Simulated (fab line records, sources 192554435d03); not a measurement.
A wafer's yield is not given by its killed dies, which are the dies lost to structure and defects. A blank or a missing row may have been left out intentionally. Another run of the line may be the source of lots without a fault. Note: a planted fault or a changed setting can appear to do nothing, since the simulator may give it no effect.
A struck lot beside a sound one + flow n5_finfet + 17 steps out of a route of 1938
Sound: wafers L772.1, L772.4, L772.5. Wafers L777.1, L777.4, L777.5 were the ones struck. The cause comes at the end.
Each step with rows lists, per side, the tool, then ch with its chambers, then its first start. Under that, the readings that differ: sound wafers + struck wafers + difference of the means + sigmas: that difference in standard deviations of wafers without a fault.
alike: same words and numbers on both sides, and readings whose means sit less than 2 such deviations apart. not compared: any withheld reading, any reading some wafer has no value for, any bound like >300 that may hide the same value, and any number with overlapping values for which the record gives no deviation.
The two part at a step that has a row with sigmas, a row that says differs or no value, or rows on one side only. When numbers do not overlap yet have no deviation, they are printed without sigmas and do not part them. A reading missing from all wafers of one side parts the sides only when that side holds two or more wafers.

first, 3 steps without rows for these wafers: N5_GATE_CUT_STRIP_42 (strips in O2); N5_GATE_CUT_ETCH_19 (etches SiNx in CH3F/O2, target depth 53.7 nm, time 76.7 s); N5_GATE_CUT_CUT_ETCH_53 (etches W in SF6/Cl2, target depth 79.2 nm).
N5_GATE_CUT_CUT_ETCH_54: etches TiN in Cl2/BCl3, target depth 96.7 nm.
  sound on rie_metal-01 ch 0,1, day 7 03:12; struck on rie_metal-03 ch 1, day 8 06:38
  alike: bcl3_flow_sccm, chamber_pressure_mTorr, drypump_motor_current_A, etch_rf_on_time_s, oes_product_au, throttle_valve_pct
  not compared: rf_hours_counter_h
N5_GATE_CUT_CUT_ETCH_55: etches HfO2 in BCl3, target depth 3.2 nm.
  sound on rie_metal-01 ch 0,1, day 7 03:16; struck on rie_metal-03 ch 1, day 8 06:41
| reading               | sound             | struck            | difference | sigmas |
|-----------------------|-------------------|-------------------|------------|--------|
| bcl3_flow_sccm (sccm) | 80.03 80.25 80.42 | 79.90 79.72 79.61 | -0.49      | -2     |
  alike: chamber_pressure_mTorr, drypump_motor_current_A, oes_product_au, throttle_valve_pct
  not compared: rf_hours_counter_h
then, 1 step without rows for these wafers: N5_GATE_CUT_ETCH_47 (etches SiO2 in Cl2/BCl3, target depth 10 nm).
N5_GATE_CUT_VAPOR_ETCH_48: etches TiN in BCl3/Cl2.
  sound on rie_metal-01 ch 0,1, day 7 03:19; struck on rie_metal-03 ch 1, day 8 06:45
  alike: drypump_motor_current_A, oes_product_au
then, 1 step without rows for these wafers: N5_GATE_CUT_VAPOR_ETCH_49 (etches TiAlC in BCl3/Cl2).
N5_GATE_CUT_VAPOR_ETCH_51: etches HfO2 in BCl3/Cl2.
  sound on rie_metal-01 ch 0,1, day 7 03:23; struck on rie_metal-03 ch 1, day 8 06:49
  alike: drypump_motor_current_A, oes_product_au
N5_GATE_CUT_STRIP_21: strips in N2/H2, time 30 s.
  sound on plasma_asher-01 ch 1, day 7 03:26; struck on plasma_asher-02 ch 1, day 8 07:02
| reading                     | sound          | struck         | difference | sigmas |
|-----------------------------|----------------|----------------|------------|--------|
| drypump_motor_current_A (A) | 5.66 5.70 5.69 | 5.91 5.94 5.94 | +0.25      | +2     |
  alike: heater_power_w
  not compared: rf_hours_counter_h
then, 2 steps without rows for these wafers: N5_GATE_CUT_STRIP_29 (strips in post etch residue remover, time 60 s); N5_GATE_CUT_SRD_52 (time 30 s).
N5_GATE_CUT_ALD_22: deposits SiNx, target thk 16 nm, pulse time 1 s, ald cycles 320.
  sound on ald_sin-01 ch 0,1, day 7 03:46; struck on ald_sin-01 ch 1,2,3, day 8 07:12
| reading                                   | sound       | struck         | difference | sigmas |
|-------------------------------------------|-------------|----------------|------------|--------|
| ald_cycles                                | 320 320 320 | 384 384 384    | +64        |        |
| model.SiNx_of_GATE_CUT_ALD_22.thk_nm (nm) | 16 16 16    | 19.2 19.4 19.2 | +3.3       |        |
  alike: heater_power_w, precursor_pulse_height_rel
N5_GATE_CUT_CMP_23: polishes, stops on SiO2, t overpolish 23.4 s, target thk 16 nm.
  sound on cmp-04 ch 1,3, day 7 05:18; struck on cmp-03 ch 1,2, day 8 08:41
| reading                                   | sound    | struck         | difference | sigmas |
|-------------------------------------------|----------|----------------|------------|--------|
| model.SiNx_of_GATE_CUT_ALD_22.thk_nm (nm) | 16 16 16 | 15.2 15.8 15.8 | -0.4       |        |
  alike: motor_current_A, platen_rpm, retaining_ring_pressure_frac
  not compared: pad_life_wafers
N5_GATE_CUT_THK_MEAS_24:
  sound on film_metro-01 at day 7 05:34; struck on film_metro-01 at day 8 08:59
  alike: GC_FILL_THK
-- here the record skips 4 days between the struck wafers' starts before and after, leaving off in module GATE_CUT and picking up in module BEOL_M4 (first step shown: number 1111 of the route) --
N5_BEOL_M4_RC_MEAS_101:
  sound on prober-02 ch 0, day 10 18:24; struck on prober-01 ch 0, day 12 00:52
| reading       | sound          | struck         | difference | sigmas |
|---------------|----------------|----------------|------------|--------|
| ION_P (uA/um) | 470 479 471    | 451 453 459    | -19        | -2     |
| VT_P (mV)     | -244 -243 -243 | -254 -252 -251 | -9         | -2     |
  alike: DIBL_N, DIBL_P, IOFF_N, IOFF_P, ION_N, SS_N, SS_P, VT_N
following that, these wafers have no rows for 1 step: N5_PASSIVATION_PROBE_49.

## WHERE THEY PART
Earliest at N5_GATE_CUT_CUT_ETCH_55; latest, in this record, at N5_BEOL_M4_RC_MEAS_101.

WHY: whatever the simulator had introduced
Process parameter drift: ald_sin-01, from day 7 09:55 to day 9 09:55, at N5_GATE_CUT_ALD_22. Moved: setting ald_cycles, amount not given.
